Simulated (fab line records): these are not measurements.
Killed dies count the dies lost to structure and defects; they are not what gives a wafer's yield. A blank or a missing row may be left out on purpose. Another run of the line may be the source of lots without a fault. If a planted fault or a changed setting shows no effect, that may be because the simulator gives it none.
fab line records	flow nandHarc
record lots=6	wafers=18	lastDay=33
route steps=1302 shown P_M1@297 P_M2@318 END@1302
lots with no fault: from the same line, run without faults
startH: start of the lot's first displayed wafer, in hours after the record's first day	waitH: hours since the lot's step before	" unchanged from the row above	L1.1+2: a single row standing in for several wafers	- value missing, or start not given	* or withheld: withheld	< > ~ a bound
route shown NAME@n: NAME is a module with steps in the file, n the number in the route of the first one	usual: mean/standard deviation of fault-free wafers	same: alike in all rows	chamber/n: place in a boat	sites: each site's reading	_std_site: standard deviation of those values	_edge_site: the outer-site mean with the inner-site mean subtracted	radiusMm: how far each site lies from the wafer's centre	mask NAME#n: copy n	behind: the last tool/chamber to shape the wafer	hold: why the lot went on hold/how many hours it stayed there/how the hold came to an end	device: which transistor (n, p or np) failed to switch	end of line: the route-end tests of the same wafers	a step without rows: its recipe alone	killed: the dies lost at the first sort to structure and to defects; this is not the yield of the wafer	map: the dies of a wafer, with x for killed, . for not killed, _ for no die there
set.NAME: the setting the step ran with; set.NAME@STEP: the setting that earlier step ran with	model.NAME: the simulator's own value behind a step, which no gauge read
lots at selected steps of the route; one table per step, one row per wafer
services: from which hour (startH, from the record's first day; less than 0 if before it) a tool's chamber was out of use, for how many hours, and why
## steps
# step NHARC_P_M1_INSPECT_11
# usual rawDefectCount=3.9/2.2
lot.wafer	tool	chamber	startH	waitH	rawDefectCount
L208.3	defectInspect-01	-	125.30	0.0	2
L208.4	"	-	"	"	4
L208.5	"	-	"	"	3
L209.3	defectInspect-01	-	140.25	0.0	2
L209.4	"	-	"	"	2
L209.5	"	-	"	"	2
L212.1	defectInspect-02	-	162.54	0.0	4
L212.3	"	-	"	"	2
L212.4	"	-	"	"	3
L221.3	defectInspect-01	-	254.42	0.0	3
L221.4	"	-	"	"	0
L221.6	"	-	"	"	1
L222.2	defectInspect-01	-	268.38	0.0	7
L222.5	"	-	"	"	3
L222.6	"	-	"	"	1
L230.2	defectInspect-01	-	346.00	0.0	5
L230.3	"	-	"	"	2
L230.5	"	-	"	"	4
# step NHARC_P_M1_DESCUM_14
# recipe timeS=3	o2FlowSccm=200	arFlowSccm=0	biasPowerW=0	chemistry=O2
# step NHARC_P_M1_ETCH_35
# recipe targetDepthA=400	overetchA=120	timeS=43.94	ionEnergyEv=200	n2FlowSccm=150	h2FlowSccm=150	arFlowSccm=0	rfW=400	biasW=150	chemistry=N2/H2
# step NHARC_P_M1_ETCH_15
# recipe targetDepthA=1825	timeS=91.2	c4f8FlowSccm=withheld	arFlowSccm=400	rfW=600	biasW=300	chemistry=C4F8/Ar
# step NHARC_P_M1_CD_MEAS_16
# usual cdNm=129.8/1.1
lot.wafer	tool	chamber	startH	waitH	cdNm
L208.3	cdSem-03	-	125.71	-	130.1
L208.4	"	-	"	"	130.1
L208.5	"	-	"	"	131.6
L209.3	cdSem-02	-	140.62	-	128.9
L209.4	"	-	"	"	131.8
L209.5	"	-	"	"	132.8
L212.1	cdSem-01	-	162.91	-	129.3
L212.3	"	-	"	"	129.3
L212.4	"	-	"	"	130.1
L221.3	cdSem-03	-	254.79	-	130.7
L221.4	"	-	"	"	129.3
L221.6	"	-	"	"	129.1
L222.2	cdSem-03	-	268.75	-	130.3
L222.5	"	-	"	"	130.7
L222.6	"	-	"	"	130.7
L230.2	cdSem-02	-	346.37	-	130.8
L230.3	"	-	"	"	130.6
L230.5	"	-	"	"	130.2
# step NHARC_P_M1_STRIP_18
# recipe powerW=1000	n2FlowSccm=150	h2FlowSccm=150	arFlowSccm=0	biasW=0	chemistry=N2/H2
# step NHARC_P_M1_ETCH_28
# recipe targetDepthA=300	overEtchFrac=0.3	timeS=72.99	ionEnergyEv=150	cf4FlowSccm=50	n2FlowSccm=100	arFlowSccm=150	rfW=300	biasW=100	chemistry=CF4/N2
# usual drypumpMotorCurrentA=5.7/0.35	oesProductAu=1.005/0.012	rfFwdPowerW=297.2/1.4	rfVppV=315.5/2	showerheadPlenumPTorr=2.69/0.1	throttleValvePct=19.794/0.0093
lot.wafer	tool	chamber	startH	waitH	drypumpMotorCurrentA	oesProductAu	rfFwdPowerW	rfHoursCounterH	rfVppV	showerheadPlenumPTorr	throttleValvePct
L208.4	rieDiel-11	1	-	-	5.1	1.022	296.0	4	310.9	2.53	19.806
L208.3	"	2	"	"	5.6	1.005	298.7	3	317.3	2.78	19.793
L208.5	"	1	"	"	5.1	1.026	295.0	-	312.5	2.53	19.810
L209.4	rieDiel-07	3	-	-	5.7	0.977	296.8	0	318.5	2.81	19.805
L209.3	"	2	"	"	5.5	1.005	294.7	0	316.3	2.69	19.810
L209.5	"	3	"	"	5.7	0.980	298.0	-	317.9	2.81	19.791
L212.4	rieDiel-11	3	-	-	5.7	1.000	298.9	6	315.2	2.62	19.794
L212.1	"	0	"	"	5.9	0.992	297.1	6	318.2	2.80	19.788
L212.3	"	1	"	"	5.1	1.021	296.3	6	313.6	2.53	19.804
L221.4	rieDiel-11	0	-	-	5.9	0.981	297.4	13	317.4	2.79	19.798
L221.3	"	1	"	"	5.1	1.010	296.4	14	313.5	2.52	19.803
L221.6	"	0	"	"	5.9	0.988	296.7	-	316.5	2.79	19.792
L222.2	rieDiel-07	3	-	-	5.7	0.995	298.8	10	317.3	2.80	19.793
L222.5	"	1	"	"	6.0	1.002	298.5	-	313.1	2.67	19.798
L222.6	"	2	"	"	5.5	1.017	295.3	-	314.9	2.69	19.795
L230.2	rieDiel-11	3	-	-	5.7	1.007	298.0	6	313.5	2.61	19.783
L230.3	"	0	"	"	5.9	1.002	297.6	6	316.7	2.79	19.804
L230.5	"	1	"	"	5.1	1.014	295.8	-	312.2	2.52	19.807
# step NHARC_P_M1_STRIP_19
# recipe timeS=600	tempC=30	chemistry=postEtchResidueRemover
# step NHARC_P_M1_DEGAS_29
# recipe tempC=250	timeS=60
# step NHARC_P_M1_PRE_CLEAN_30
# recipe timeS=30	tempC=280	gas=H2/He
# step NHARC_P_M1_PVD_20
# recipe targetThkA=50	biasV=168.6	powerW=15000	chamberPressurePa=0.12	timeS=8.06	substrateTempC=50	material=TaN
# step NHARC_P_M1_PVD_21
# recipe targetThkA=300	chamberPressurePa=5	powerW=5000	substrateTempC=30	timeS=20.49	material=Cu
# step NHARC_P_M1_ECD_22
# recipe targetThkA=4000	bathTempC=25	material=Cu
lot.wafer	tool	chamber	startH	waitH
L208.3+4+5	ecdCu-01	1,0,1	126.95	-
L209.4+3+5	ecdCu-01	0,1,0	142.30	-
L212.1+3+4	ecdCu-02	0,0,1	163.99	-
L221.4+3+6	ecdCu-02	1,0,0	255.96	-
L222.2+5+6	ecdCu-02	0,1,0	269.87	-
L230.2+3+5	ecdCu-01	1	347.50	-
# step NHARC_P_M1_ANNEAL_31
# recipe tempC=225	timeS=90
# step NHARC_P_M1_CMP_23
# recipe tOverpolishS=20	targetThkNm=157.82
# usual motorCurrentA=12.1/1.3	timeToEndpointS=28/3.6
lot.wafer	tool	chamber	startH	waitH	motorCurrentA	timeToEndpointS
L208.3	cmp-03	2	127.60	-	11.6	24
L208.4	"	3	"	"	12.6	25
L208.5	"	2	"	"	11.2	23
L209.4	cmp-02	1	142.93	-	15.1	23
L209.3	"	2	"	"	11.2	27
L209.5	"	1	"	"	14.4	23
L212.1	cmp-02	3	164.74	-	11.2	26
L212.3	"	0	"	"	11.9	31
L212.4	"	1	"	"	14.1	24
L221.3	cmp-02	0	256.58	-	12.0	32
L221.4	"	1	"	"	14.4	21
L221.6	"	1	"	"	13.8	21
L222.2	cmp-01	1	270.60	-	9.4	33
L222.5	"	3	"	"	11.9	33
L222.6	"	0	"	"	14.0	32
L230.3	cmp-02	1	348.25	-	14.2	22
L230.2	"	3	"	"	11.8	23
L230.5	"	0	"	"	11.7	27
# step NHARC_P_M1_THK_MEAS_24
# recipe thkMeasGauge=xrf
# usual thkNm=157.5/1.7
lot.wafer	tool	chamber	startH	waitH	thkNm
L208.3	filmMetro-01	-	127.89	-	156.5
L208.4	"	-	"	"	157.0
L208.5	"	-	"	"	157.1
L209.3	filmMetro-02	-	143.25	-	156.2
L209.4	"	-	"	"	155.4
L209.5	"	-	"	"	157.4
L212.1	filmMetro-01	-	165.02	-	154.0
L212.3	"	-	"	"	157.1
L212.4	"	-	"	"	153.6
L221.3	filmMetro-01	-	256.90	-	160.3
L221.4	"	-	"	"	155.9
L221.6	"	-	"	"	155.5
L222.2	filmMetro-01	-	270.86	-	159.2
L222.5	"	-	"	"	157.5
L222.6	"	-	"	"	157.5
L230.2	filmMetro-01	-	348.53	-	158.7
L230.3	"	-	"	"	156.7
L230.5	"	-	"	"	162.1
# step NHARC_P_M1_SRD_25
# step NHARC_P_M1_PRE_CLEAN_32
# recipe timeS=12	tempC=370	rfPowerW=300	gas=NH3
# step NHARC_P_M1_DEP_33
# recipe targetThkA=300	tempC=370	targetThkNm=30	pressureTorr=3	flowSccm=200	rfW=450	material=SiCN
# usual heaterPowerW=589/61	rfFwdPowerW=449.1/1.5
lot.wafer	tool	chamber	startH	waitH	heaterPowerW	rfFwdPowerW
L208.3	pecvd-04	2	128.24	0.1	562	447.8
L208.4	"	1	"	"	546	448.7
L208.5	"	2	"	"	564	449.4
L209.3	pecvd-01	1	143.60	0.1	591	447.7
L209.4	"	0	"	"	511	448.8
L209.5	"	1	"	"	583	445.4
L212.1	pecvd-01	2	165.37	0.1	633	448.0
L212.3	"	0	"	"	573	449.4
L212.4	"	2	"	"	655	449.8
L221.3	pecvd-04	1	257.29	0.1	585	448.2
L221.6	"	0	"	"	562	450.0
L221.4	"	1	"	"	577	449.0
L222.2	pecvd-02	1	271.20	0.1	533	447.7
L222.6	"	1	"	"	547	448.3
L222.5	"	2	"	"	519	451.0
L230.3	pecvd-02	1	348.84	0.1	562	446.7
L230.2	"	0	"	"	756	449.0
L230.5	"	2	"	"	616	449.7
# step NHARC_P_M2_DEP_00
# recipe targetThkA=1825	targetThkNm=182.5	tempC=withheld	pressureTorr=5	flowSccm=200	rfW=600	material=SiOC
# step NHARC_P_M2_DEHYDRATE_01
# recipe tempC=150	timeS=120
# step NHARC_P_M2_HMDS_02
# recipe timeS=30
# step NHARC_P_M2_COAT_34
# recipe tempC=200	timeS=65
# step NHARC_P_M2_COAT_03
# recipe spinRpm=1500	resistThkNm=90
# step NHARC_P_M2_SOFTBAKE_04
# recipe tempC=105	timeS=55
# step NHARC_P_M2_EBR_05
# step NHARC_P_M2_EXPOSE_06
# recipe na=1.35	targetCdNm=170	doseMj=80.78	maskId=P_M2
# step NHARC_P_M2_PEB_07
# recipe pebTempC=100	pebTimeS=65
# step NHARC_P_M2_DEVELOP_08
# recipe developTimeS=35	devTempC=23
# step NHARC_P_M2_CD_MEAS_09
# recipe targetCdNm=170	landingEnergyEv=500
# usual cdNm=169.7/0.68
lot.wafer	tool	chamber	startH	waitH	cdNm
L208.3	cdSem-02	0	129.32	-	169.3
L208.4	"	0	"	"	168.7
L208.5	"	0	"	"	169.6
L209.3	cdSem-01	0	144.79	-	169.2
L209.4	"	0	"	"	169.2
L209.5	"	0	"	"	169.6
L212.1	cdSem-02	0	166.45	-	171.4
L212.3	"	0	"	"	169.3
L212.4	"	0	"	"	169.9
L221.3	cdSem-03	0	258.47	-	169.9
L221.4	"	0	"	"	169.7
L221.6	"	0	"	"	169.9
L222.2	cdSem-02	0	272.41	-	170.7
L222.5	"	0	"	"	169.1
L222.6	"	0	"	"	169.1
L230.2	cdSem-03	0	350.09	-	169.5
L230.3	"	0	"	"	169.1
L230.5	"	0	"	"	169.7
# step NHARC_P_M2_OVL_MEAS_10
# recipe pitchNm=340
# usual overlayXNm=-0.2/0.81	overlayYNm=0.1/0.81
lot.wafer	tool	chamber	startH	waitH	overlayXNm	overlayYNm
L208.3	overlay-01	-	129.41	-	-1.1	-0.3
L208.4	"	-	"	"	-0.8	-0.2
L208.5	"	-	"	"	-1.7	0.5
L209.3	overlay-01	-	144.87	-	1.1	0.9
L209.4	"	-	"	"	0.3	0.3
L209.5	"	-	"	"	0.6	1.0
L212.1	overlay-01	-	166.54	-	1.5	0.1
L212.3	"	-	"	"	1.5	-0.3
L212.4	"	-	"	"	0.8	-0.1
L221.3	overlay-01	-	258.56	-	0.0	0.1
L221.4	"	-	"	"	-0.6	0.3
L221.6	"	-	"	"	-0.2	-0.2
L222.2	overlay-02	-	272.49	-	-0.8	1.0
L222.5	"	-	"	"	-1.1	1.3
L222.6	"	-	"	"	-0.7	0.9
L230.2	overlay-01	-	350.18	-	0.7	-0.7
L230.3	"	-	"	"	0.3	-0.8
L230.5	"	-	"	"	0.0	-0.4
# step NHARC_P_M2_DESCUM_14
# recipe timeS=3	o2FlowSccm=200	arFlowSccm=0	biasPowerW=0	chemistry=O2
# step NHARC_P_M2_ETCH_35
# recipe targetDepthA=400	overetchA=120	timeS=43.94	ionEnergyEv=200	n2FlowSccm=150	h2FlowSccm=150	arFlowSccm=0	rfW=400	biasW=150	chemistry=N2/H2
# step NHARC_P_M2_ETCH_15
# recipe targetDepthA=1825	timeS=91.2	c4f8FlowSccm=withheld	arFlowSccm=400	rfW=600	biasW=300	chemistry=C4F8/Ar
# step NHARC_P_M2_CD_MEAS_16
# usual cdNm=169.5/1
lot.wafer	tool	chamber	startH	waitH	cdNm
L208.3	cdSem-01	-	129.81	-	167.9
L208.4	"	-	"	"	168.1
L208.5	"	-	"	"	168.2
L209.3	cdSem-01	-	145.28	-	168.6
L209.4	"	-	"	"	170.3
L209.5	"	-	"	"	169.0
L212.1	cdSem-02	-	166.94	-	170.5
L212.3	"	-	"	"	169.9
L212.4	"	-	"	"	170.8
L221.3	cdSem-03	-	258.96	-	169.5
L221.4	"	-	"	"	169.8
L221.6	"	-	"	"	170.5
L222.2	cdSem-01	-	272.90	-	170.3
L222.5	"	-	"	"	168.2
L222.6	"	-	"	"	167.8
L230.2	cdSem-02	-	350.63	-	169.1
L230.3	"	-	"	"	169.4
L230.5	"	-	"	"	170.4
# step NHARC_P_M2_STRIP_18
# recipe powerW=1000	n2FlowSccm=150	h2FlowSccm=150	arFlowSccm=0	biasW=0	chemistry=N2/H2
# usual drypumpMotorCurrentA=5.7/0.52	oesProductAu=0.999/0.016	rfFwdPowerW=997.6/3	rfVppV=91.1/0.89	showerheadPlenumPTorr=2.11/0.081	throttleValvePct=14.171/0.0087
lot.wafer	tool	chamber	startH	waitH	drypumpMotorCurrentA	oesProductAu	rfFwdPowerW	rfHoursCounterH	rfVppV	showerheadPlenumPTorr	throttleValvePct
L208.4	rieDiel-09	3	129.91	0.1	5.3	1.010	998.1	6	90.0	2.16	14.172
L208.3	"	0	"	"	5.9	1.011	994.4	5	91.0	2.16	14.139
L208.5	"	3	"	"	5.3	1.007	992.3	-	91.2	2.16	14.163
L209.3	rieDiel-05	0	145.35	0.1	6.0	1.018	1000.0	3	91.3	2.17	14.169
L209.4	"	1	"	"	5.2	0.995	1001.0	3	90.9	2.04	14.186
L209.5	"	1	"	"	5.2	0.990	998.2	-	90.7	2.03	14.177
L212.4	rieDiel-05	1	167.02	0.1	5.2	0.992	998.5	4	91.1	2.03	14.170
L212.3	"	3	"	"	5.7	1.027	994.6	5	91.7	2.14	14.177
L212.1	"	0	"	"	5.9	1.018	997.5	4	91.3	2.17	14.187
L221.4	rieDiel-05	2	259.06	0.1	5.2	0.994	1002.6	1	91.5	2.14	14.180
L221.3	"	0	"	"	5.9	1.025	993.4	1	91.4	2.16	14.165
L221.6	"	2	"	"	5.2	1.002	999.6	-	92.1	2.14	14.174
L222.2	rieDiel-09	1	273.04	0.1	5.2	0.980	1001.7	7	91.4	2.20	14.169
L222.5	"	3	"	"	5.3	0.957	999.3	-	90.8	2.15	14.162
L222.6	"	0	"	"	5.9	1.008	1001.4	-	91.2	2.15	14.183
L230.3	rieDiel-09	0	350.73	0.1	5.9	1.020	992.7	2	90.6	2.15	14.178
L230.2	"	2	"	"	6.7	0.997	999.2	1	91.2	1.99	14.152
L230.5	"	2	"	"	6.7	0.990	999.9	-	91.1	1.99	14.174
# step NHARC_P_M2_ETCH_28
# recipe targetDepthA=300	overEtchFrac=0.3	timeS=72.99	ionEnergyEv=150	cf4FlowSccm=50	n2FlowSccm=100	arFlowSccm=150	rfW=300	biasW=100	chemistry=CF4/N2
# step NHARC_P_M2_STRIP_19
# recipe timeS=600	tempC=30	chemistry=postEtchResidueRemover
# step NHARC_P_M2_DEGAS_29
# recipe tempC=250	timeS=60
# usual heaterPowerW=350/35
lot.wafer	tool	chamber	startH	waitH	heaterPowerW
L208.3	pvdSputter-03	-	130.53	-	363
L208.4	"	-	"	"	267
L208.5	"	-	"	"	351
L209.3	pvdSputter-01	-	146.01	-	371
L209.4	"	-	"	"	338
L209.5	"	-	"	"	355
L212.1	pvdSputter-02	-	167.66	-	355
L212.4	"	-	"	"	354
L212.3	"	-	"	"	311
L221.4	pvdSputter-01	-	259.68	-	337
L221.3	"	-	"	"	359
L221.6	"	-	"	"	380
L222.2	pvdSputter-01	-	273.67	-	324
L222.6	"	-	"	"	337
L222.5	"	-	"	"	378
L230.3	pvdSputter-02	-	351.41	-	304
L230.2	"	-	"	"	391
L230.5	"	-	"	"	314
# step NHARC_END_SORT_01
# recipe tempC=25
# usual defectLimitedYield=90/4.1	killedAtArray=63/27	killedAtOther=0.7/1.2	killedAtPeriphery=3.1/2	killedDies=67/28	killedOpen=3.0/1.9	killedShort=2.2/1.5
# same grossDies=677
lot.wafer	tool	chamber	startH	waitH	defectLimitedYield[%]	killedAtArray	killedAtOther	killedAtPeriphery	killedDies	killedOpen	killedShort
L222.5	prober-02	0	702.44	3.7	61	46	0	220	266	4	2
L221.3	prober-01	0	700.84	3.1	94	38	0	1	39	1	1
L221.4	prober-01	0	701.64	3.4	63	36	0	213	249	3	3
L221.6	prober-01	0	703.23	4.0	93	49	0	1	50	3	1
# killed by level:class
L221.3 A_CHANNEL_HOLE_D2:chamberFilmFlake=19 A_CHANNEL_HOLE_D1:chamberFilmFlake=8 A_CONTACT:chamberFilmFlake=7 A_CHANNEL_FILL_D1:geometricParticle:short=1 A_CHANNEL_FILL_D2:geometricParticle:open=1 P_CONTACT:chamberFilmFlake=1 A_STAIRCASE:chamberFilmFlake=1 A_SLIT:chamberFilmFlake=1
L221.4 P_M1:unspecified=213 A_CHANNEL_HOLE_D2:chamberFilmFlake=17 A_CONTACT:chamberFilmFlake=7 A_ONON_D1:geometricParticle:open=2 A_SLIT:chamberFilmFlake=2 A_STAIRCASE:chamberFilmFlake=2 A_ONON_D1:geometricParticle:short=1 A_CHANNEL_FILL_D1:geometricParticle:short=1
L222.5 P_M1:unspecified=217 A_SLIT:chamberFilmFlake=23 A_CHANNEL_HOLE_D1:chamberFilmFlake=5 A_DECK1_JOINT:chamberFilmFlake=4 A_CONTACT:chamberFilmFlake=3 P_GATE:chamberFilmFlake=2 A_BLC:chamberFilmFlake=2 A_ONON_D1:geometricParticle:open=1
L221.6 A_CHANNEL_HOLE_D2:chamberFilmFlake=25 A_CONTACT:chamberFilmFlake=10 A_CHANNEL_HOLE_D1:chamberFilmFlake=5 A_SLIT:chamberFilmFlake=4 P_GATE:geometricParticle:open=1 A_CHANNEL_FILL_D1:geometricParticle:open=1 A_SGD_CUT:geometricParticle:open=1 A_WL_FILL:geometricParticle:short=1
# map L221.4 (x killed, . not)
____________x____________
_________xx.x..x_________
_______......x...._______
______xxx....x.xxxx______
_____x...x..x...x.x._____
____.xx.xxx......x..x____
____...x.........x...____
___xx...x.xx..x.x..xxx___
___xx.....x.xx...x.x.x___
__....x.....xxx....x...__
__...xxx.xxxxx.x.....x.__
_...x.....xxxx.x..x..x.._
_.xxx.xxx.xxxxxx.x..x..x_
_..x..xx..x.xx..x.x.x.xx_
_..x.x.xx.xxxx.xx.x....._
_........xxx..xx........_
.........xx.xxx.xx....x.x
.x...x.....x.x.......xxx.
x.xx.x..xx...xx.xx....x..
xxx...xx..xxx.....x.x..x.
....xxxxx..x.x..xx.x..x..
_..........x.xxx........_
_.x.......x...xx.xx....._
_.xx.x.....xx.x.x..x.x.._
_...x.......x.x.....x.x._
_.xx.x..xx..x...xxx...x._
__........x.x.xxx.xx..x__
__x.....x....x.xx...x..__
___.xx..........x..xxx___
___x.....x.xx.x.x....x___
____x.......xx..x.x.x____
____xx....x.......x.x____
_____..xx..xx...x.x._____
______x...x.x......______
_______x.....x.xx._______
_________.xxxx.._________
____________.____________
# map L222.5 (x killed, . not)
____________x____________
_________.....x._________
_______x.x...x..xx_______
______xx..xx.....x.______
_____x..x....x..x..._____
____.xx.xx....x...x..____
____......xx....x....____
___..xx....x......xxx.___
___xx......x.x....x...___
__.xxx..x.xx..xx.......__
__xxx..x.xx..x.........__
_x....xxxxx....x.....xxx_
_x.x.xx..xxxx.x.x.....xx_
_..x.x.x.xxxxxxx..xx.x.x_
_x...xxx..xxxxx..xx.xx.._
_........xxx.x..x.x.x.xx_
.xx..xx...xxxxx...x......
xx.x..x...xxx.xxx.......x
..x.x...xxx.xxxx...x.....
xxx..x...xx.x.x..x..xx...
x........xx..x.x.xxx.x.xx
_.x.x..x..xxx..x.x.x.x.x_
_.xx.....x..xx.xxxxx.xx._
_xx..x...x..x.x.x......._
_..xx.xx.x.x.xx.xxx...x._
_x.x.xx.x....x......xx.x_
__..x.x.x.......xx..x.x__
__x.x...x.xx.x.........__
___.xx.xx.x.x...x.x...___
___...x.xxx...xx......___
____...xx.x..x..x...x____
____..x..x....x......____
_____.x.x.xx.xx...x._____
______........x.x..______
_______x..xx....x._______
_________..xx.xx_________
____________.____________
## services
tool	chamber	startH	hours	kind
rieDiel-05	1	114.16	2.8	repair
rieDiel-09	0	116.93	11.8	repair
rieDiel-09	1	118.70	6.0	repair
cmp-02	-	127.95	5.0	repair
ecdCu-01	-	132.68	0.5	repair
cmp-02	-	134.50	4.0	pm
rieDiel-09	-	143.10	9.0	pm
cmp-02	-	143.85	1.3	repair
cmp-02	-	149.69	1.4	repair
ecdCu-01	-	160.00	8.0	pm
cmp-02	-	200.13	0.2	repair
ecdCu-02	-	218.47	3.9	repair
rieDiel-05	0	224.78	15.7	repair
pvdSputter-01	-	226.00	10.0	pm
rieDiel-05	-	229.60	9.0	pm
cmp-02	-	229.77	1.2	repair
cmp-02	-	232.50	4.0	pm
ecdCu-02	-	244.00	8.0	pm
rieDiel-11	-	255.50	9.0	pm
rieDiel-05	1	255.99	1.6	repair
rieDiel-05	3	305.93	34.1	repair
rieDiel-09	-	320.10	9.0	pm
cmp-02	-	330.50	4.0	pm
rieDiel-11	2	345.73	11.0	repair
## key
firstSign step=NHARC_END_SORT_01	reading=killedAtPeriphery	direction=up	sigmas=99+	usual=3.1	struck=216.5
effect step=NHARC_END_SORT_01	reading=killedDies	direction=up	sigmas=6.9	usual=67	struck=258
moreKillsBornAt NHARC_P_M1_ECD_22@ecdCu-02=430
metAt NHARC_P_M1_ECD_22
struckWafers L221.4,L222.5
onsetBetween 163.99 255.96
fault kind=chamberParticleSource	tool=ecdCu-02	chamber=1	onsetH=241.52	steps=NHARC_P_M1_ECD_22	ratePerVisitCm2=0.44597	endH=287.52
